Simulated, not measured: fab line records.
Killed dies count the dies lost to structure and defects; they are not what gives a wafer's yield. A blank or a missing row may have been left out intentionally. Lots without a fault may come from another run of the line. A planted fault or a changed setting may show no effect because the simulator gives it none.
Matching of chambers + flow nand_harc + NHARC_P_CONTACT_ALD_22 on ald_metal-04 has 4 sister chambers
The step deposits TiN, target thk 3 nm, pulse time 1 s, ald cycles 150. 4 wafers are shown with their chamber, then 9 later ones without.

WAFERS, EACH WITH ITS CHAMBER
| wafer  | chamber | heater_power_outer_w (W) |
|--------|---------|--------------------------|
| L086.2 | 2       | 708                      |
| L086.4 | 1       | 741                      |
| L085.1 | 3       | 817                      |
| L085.6 | 0       | 670                      |

WAFERS WHOSE CHAMBER IS MISSING
| wafer  | heater_power_outer_w (W) |
|--------|--------------------------|
| L089.1 | 822                      |
| L089.4 | 747                      |
| L089.5 | 720                      |
| L092.2 | 686                      |
| L092.3 | 739                      |
| L092.6 | 734                      |
| L095.2 | 709                      |
| L095.5 | 742                      |
| L095.6 | 791                      |

WHICH CHAMBER EACH ONE RAN IN
| wafer  | from the rows above     | in truth                   |
|--------|-------------------------|----------------------------|
| L089.1 | 3                       | 3                          |
| L089.4 | 1                       | 1                          |
| L089.5 | can't be placed: 2 or 1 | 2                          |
| L092.2 | can't be placed: 0 or 2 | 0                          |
| L092.3 | 1                       | 1                          |
| L092.6 | can't be placed: 1 or 2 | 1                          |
| L095.2 | 2                       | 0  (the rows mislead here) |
| L095.5 | 1                       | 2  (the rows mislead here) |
| L095.6 | 3                       | 3                          |
4 of 9 placed correctly. These rows do not allow placing 3 (true chamber among the candidates in 3). Placed wrongly: 2.
How it was worked out, from the rows above alone: a wafer's distance from a chamber is the root of the sum, over the readings, of the square of ((its reading less the chamber's mean) divided by the reading's scatter). The wafer belongs to the nearest chamber; if the next one is less than 2 further off, it can't be placed. The mean given for a chamber averages the wafers shown for that chamber. The scatter: root of mean squared gap, hidden wafer to nearest shown wafer, with one shown wafer a chamber.
